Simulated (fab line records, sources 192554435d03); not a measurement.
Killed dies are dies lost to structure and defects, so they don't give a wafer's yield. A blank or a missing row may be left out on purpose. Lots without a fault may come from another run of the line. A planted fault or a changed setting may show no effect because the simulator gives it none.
Chamber matching | flow n5_finfet | N5_HKMG_FIN_DESCUM_17 on rie_diel-02: 4 sister chambers
The step chemistry O2, time 7.9 s. 4 wafers are shown with their chamber, then 8 later ones without.

WAFERS WITH THEIR CHAMBER
wafer  | chamber | showerhead_plenum_p_Torr (Torr)
L078.2 | 1       | 2.05
L082.1 | 2       | 2.05
L082.5 | 3       | 2.20
L083.1 | 0       | 2.08

WAFERS WITHOUT THEIR CHAMBER
wafer  | showerhead_plenum_p_Torr (Torr)
L083.3 | 2.20
L083.4 | 2.05
L087.3 | 2.05
L087.4 | 2.08
L087.5 | 2.05
L090.3 | 2.04
L090.4 | 2.20
L090.5 | 2.04

WHICH CHAMBER EACH WENT THROUGH
wafer  | from the rows above     | in truth
L083.3 | 3                       | 3
L083.4 | can't be placed: 1 or 2 | 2
L087.3 | can't be placed: 1 or 2 | 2
L087.4 | 0                       | 0
L087.5 | can't be placed: 1 or 2 | 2
L090.3 | can't be placed: 1 or 2 | 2
L090.4 | 3                       | 3
L090.5 | can't be placed: 1 or 2 | 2
Placed correctly: 3 of 8. Can't be placed from these rows: 5 (the true chamber is among the candidates in 5). Placed wrongly: 0.
How it was worked out, from the rows above alone: a wafer's distance from a chamber is the root of the sum, over the readings, of the square of ((its reading less the chamber's mean) divided by the reading's scatter). The wafer belongs to the nearest chamber; if the next one is less than 2 further off, it can't be placed. A chamber's mean is the mean of its shown wafers. The scatter: with one shown wafer a chamber, the root of the mean of the squares of how far each hidden wafer lies from its nearest shown one.
